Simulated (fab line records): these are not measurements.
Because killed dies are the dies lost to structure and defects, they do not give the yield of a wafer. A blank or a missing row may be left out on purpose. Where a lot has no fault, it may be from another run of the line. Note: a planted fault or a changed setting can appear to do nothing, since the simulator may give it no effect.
Split-lot study / flow n5_finfet / 39 wafers read across 7 lots, on a route 1938 steps long

THE SPLIT ITSELF
At N5_SD_EPI_N_ETCH_35 (etches SOC in N2/H2, overetch 108 nm, time 486 s), the setting source_w was moved away from the recipe's 3000 W on 15 of the 39 wafers read, by -17.4% to +9.7%. This setting was run at the recipe's value on the other wafers.

Reading taken at the split's own step.

THE READING
rf_vpp_V, in V, at N5_SD_EPI_N_ETCH_35 (etches SOC in N2/H2, overetch 108 nm, time 486 s). A value of 241.2 V with a standard deviation of 1.4 V is what fault-free wafers of this fab line usually give.

wafer=L074.1; tool, chamber at the split=rie_diel-03, 3; source_w as run, W=3292; against the recipe=+9.7%; rf_vpp_V, V=232.7; against lot-mates on the recipe=-8.6
wafer=L074.2; tool, chamber at the split=rie_diel-03, 0; source_w as run, W=3292; against the recipe=+9.7%; rf_vpp_V, V=235.2; against lot-mates on the recipe=-6.1
wafer=L074.3; tool, chamber at the split=rie_diel-03, 1; source_w as run, W=3000; against the recipe=recipe; rf_vpp_V, V=240.0; against lot-mates on the recipe=-
wafer=L074.4; tool, chamber at the split=rie_diel-03, 2; source_w as run, W=3000; against the recipe=recipe; rf_vpp_V, V=243.8; against lot-mates on the recipe=-
wafer=L074.5; tool, chamber at the split=rie_diel-03, 2; source_w as run, W=3292; against the recipe=+9.7%; rf_vpp_V, V=233.2; against lot-mates on the recipe=-8.1
wafer=L074.6; tool, chamber at the split=rie_diel-03, 1; source_w as run, W=3000; against the recipe=recipe; rf_vpp_V, V=240.0; against lot-mates on the recipe=-
wafer=L076.1; tool, chamber at the split=rie_diel-04, 2; source_w as run, W=2828; against the recipe=-5.7%; rf_vpp_V, V=245.5; against lot-mates on the recipe=+5.0
wafer=L076.2; tool, chamber at the split=rie_diel-04, 1; source_w as run, W=3000; against the recipe=recipe; rf_vpp_V, V=240.9; against lot-mates on the recipe=-
wafer=L076.3; tool, chamber at the split=rie_diel-04, 0; source_w as run, W=3000; against the recipe=recipe; rf_vpp_V, V=241.7; against lot-mates on the recipe=-
wafer=L076.4; tool, chamber at the split=rie_diel-04, 3; source_w as run, W=3000; against the recipe=recipe; rf_vpp_V, V=238.9; against lot-mates on the recipe=-
wafer=L076.5; tool, chamber at the split=rie_diel-04, 1; source_w as run, W=2828; against the recipe=-5.7%; rf_vpp_V, V=247.1; against lot-mates on the recipe=+6.6
wafer=L076.6; tool, chamber at the split=rie_diel-04, 2; source_w as run, W=2828; against the recipe=-5.7%; rf_vpp_V, V=244.7; against lot-mates on the recipe=+4.2
wafer=L077.1; tool, chamber at the split=rie_diel-04, 1; source_w as run, W=3000; against the recipe=recipe; rf_vpp_V, V=240.8; against lot-mates on the recipe=-
wafer=L077.2; tool, chamber at the split=rie_diel-04, 0; source_w as run, W=2587; against the recipe=-13.8%; rf_vpp_V, V=253.2; against lot-mates on the recipe=+11.8
wafer=L077.3; tool, chamber at the split=rie_diel-04, 3; source_w as run, W=3000; against the recipe=recipe; rf_vpp_V, V=241.3; against lot-mates on the recipe=-
wafer=L077.4; tool, chamber at the split=rie_diel-04, 0; source_w as run, W=2587; against the recipe=-13.8%; rf_vpp_V, V=255.1; against lot-mates on the recipe=+13.7
wafer=L077.5; tool, chamber at the split=rie_diel-04, 1; source_w as run, W=3000; against the recipe=recipe; rf_vpp_V, V=242.1; against lot-mates on the recipe=-
wafer=L077.6; tool, chamber at the split=rie_diel-04, 3; source_w as run, W=2587; against the recipe=-13.8%; rf_vpp_V, V=253.9; against lot-mates on the recipe=+12.5
wafer=L079.1; tool, chamber at the split=rie_diel-03, 1; source_w as run, W=3000; against the recipe=recipe; rf_vpp_V, V=241.0; against lot-mates on the recipe=-
wafer=L079.2; tool, chamber at the split=rie_diel-03, 0; source_w as run, W=3000; against the recipe=recipe; rf_vpp_V, V=242.0; against lot-mates on the recipe=-
wafer=L079.3; tool, chamber at the split=rie_diel-03, 2; source_w as run, W=3000; against the recipe=recipe; rf_vpp_V, V=242.4; against lot-mates on the recipe=-
wafer=L079.4; tool, chamber at the split=rie_diel-03, 3; source_w as run, W=3000; against the recipe=recipe; rf_vpp_V, V=241.3; against lot-mates on the recipe=-
wafer=L079.5; tool, chamber at the split=rie_diel-03, 0; source_w as run, W=3000; against the recipe=recipe; rf_vpp_V, V=241.4; against lot-mates on the recipe=-
wafer=L079.6; tool, chamber at the split=rie_diel-03, 3; source_w as run, W=3000; against the recipe=recipe; rf_vpp_V, V=240.3; against lot-mates on the recipe=-
wafer=L083.2; tool, chamber at the split=rie_diel-03, 2; source_w as run, W=3000; against the recipe=recipe; rf_vpp_V, V=242.4; against lot-mates on the recipe=-
wafer=L083.5; tool, chamber at the split=rie_diel-03, 2; source_w as run, W=3000; against the recipe=recipe; rf_vpp_V, V=242.7; against lot-mates on the recipe=-
wafer=L083.6; tool, chamber at the split=rie_diel-03, 1; source_w as run, W=3000; against the recipe=recipe; rf_vpp_V, V=239.8; against lot-mates on the recipe=-
wafer=L087.1; tool, chamber at the split=rie_diel-05, 1; source_w as run, W=3000; against the recipe=recipe; rf_vpp_V, V=241.7; against lot-mates on the recipe=-
wafer=L087.2; tool, chamber at the split=rie_diel-05, 2; source_w as run, W=3000; against the recipe=recipe; rf_vpp_V, V=241.9; against lot-mates on the recipe=-
wafer=L087.3; tool, chamber at the split=rie_diel-05, 0; source_w as run, W=2479; against the recipe=-17.4%; rf_vpp_V, V=259.5; against lot-mates on the recipe=+18.4
wafer=L087.4; tool, chamber at the split=rie_diel-05, 3; source_w as run, W=3000; against the recipe=recipe; rf_vpp_V, V=239.8; against lot-mates on the recipe=-
wafer=L087.5; tool, chamber at the split=rie_diel-05, 2; source_w as run, W=2479; against the recipe=-17.4%; rf_vpp_V, V=255.8; against lot-mates on the recipe=+14.7
wafer=L087.6; tool, chamber at the split=rie_diel-05, 3; source_w as run, W=2479; against the recipe=-17.4%; rf_vpp_V, V=256.3; against lot-mates on the recipe=+15.2
wafer=L096.1; tool, chamber at the split=rie_diel-05, 0; source_w as run, W=3000; against the recipe=recipe; rf_vpp_V, V=243.2; against lot-mates on the recipe=-
wafer=L096.2; tool, chamber at the split=rie_diel-05, 1; source_w as run, W=3000; against the recipe=recipe; rf_vpp_V, V=241.7; against lot-mates on the recipe=-
wafer=L096.3; tool, chamber at the split=rie_diel-05, 3; source_w as run, W=2491; against the recipe=-17.0%; rf_vpp_V, V=255.3; against lot-mates on the recipe=+13.4
wafer=L096.4; tool, chamber at the split=rie_diel-05, 2; source_w as run, W=3000; against the recipe=recipe; rf_vpp_V, V=240.9; against lot-mates on the recipe=-
wafer=L096.5; tool, chamber at the split=rie_diel-05, 0; source_w as run, W=2491; against the recipe=-17.0%; rf_vpp_V, V=258.9; against lot-mates on the recipe=+17.0
wafer=L096.6; tool, chamber at the split=rie_diel-05, 1; source_w as run, W=2491; against the recipe=-17.0%; rf_vpp_V, V=256.7; against lot-mates on the recipe=+14.8

FIT RESULTS
A straight line over all 39 wafers: rf_vpp_V changes by -0.894 V for each +1% of source_w; r = -0.98; the points scatter about the line by 1.3 V.
The same after taking each lot's own level away (the mean of its wafers on the recipe; 39 wafers): -0.887 V for each +1%; r = -0.98; scatter 1.2 V.
That fit puts the effect of the largest move of source_w on the reading at 15 V.
Across the lots, their own levels run from 240.50 to 241.93 V, a range of 1.0 times the standard deviation given above.
Consequently the slope shifts little with the lot-to-lot level, the two slopes agreeing.
Check: with one of the wafers moved furthest among these (-17.4%) left out of the fit, the line predicts +15.2 V for it against its lot-mates. Against them it came out at +18.4 V.
Tool readings at the split's step, against how far the setting was moved: rf_vpp_V r = -0.98.

THE WHOLE CHAIN: every reading that the file lists as answering this split, in the file's order
step=N5_SD_EPI_N_ETCH_35; what it does=etches SOC in N2/H2, overetch 108 nm, time 486 s; reading=rf_vpp_V; change (the file's fit)=-0.897 V for each +1% of the setting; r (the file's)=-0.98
step=N5_SD_EPI_N_ETCH_35; what it does=etches SOC in N2/H2, overetch 108 nm, time 486 s; reading=SD_EPI_N.cd_nm (the simulator's own value, which no gauge read); change (the file's fit)=+0.152 nm for each +1% of the setting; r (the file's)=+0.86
step=N5_SD_EPI_N_ETCH_35; what it does=etches SOC in N2/H2, overetch 108 nm, time 486 s; reading=SiARC_of_SD_EPI_N_COAT_33.thk_nm (the simulator's own value, which no gauge read); change (the file's fit)=-0.116 nm for each +1% of the setting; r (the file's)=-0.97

THE FILE'S OWN FIT
rf_vpp_V changes by -0.897 V for each +1% of source_w, r = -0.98.
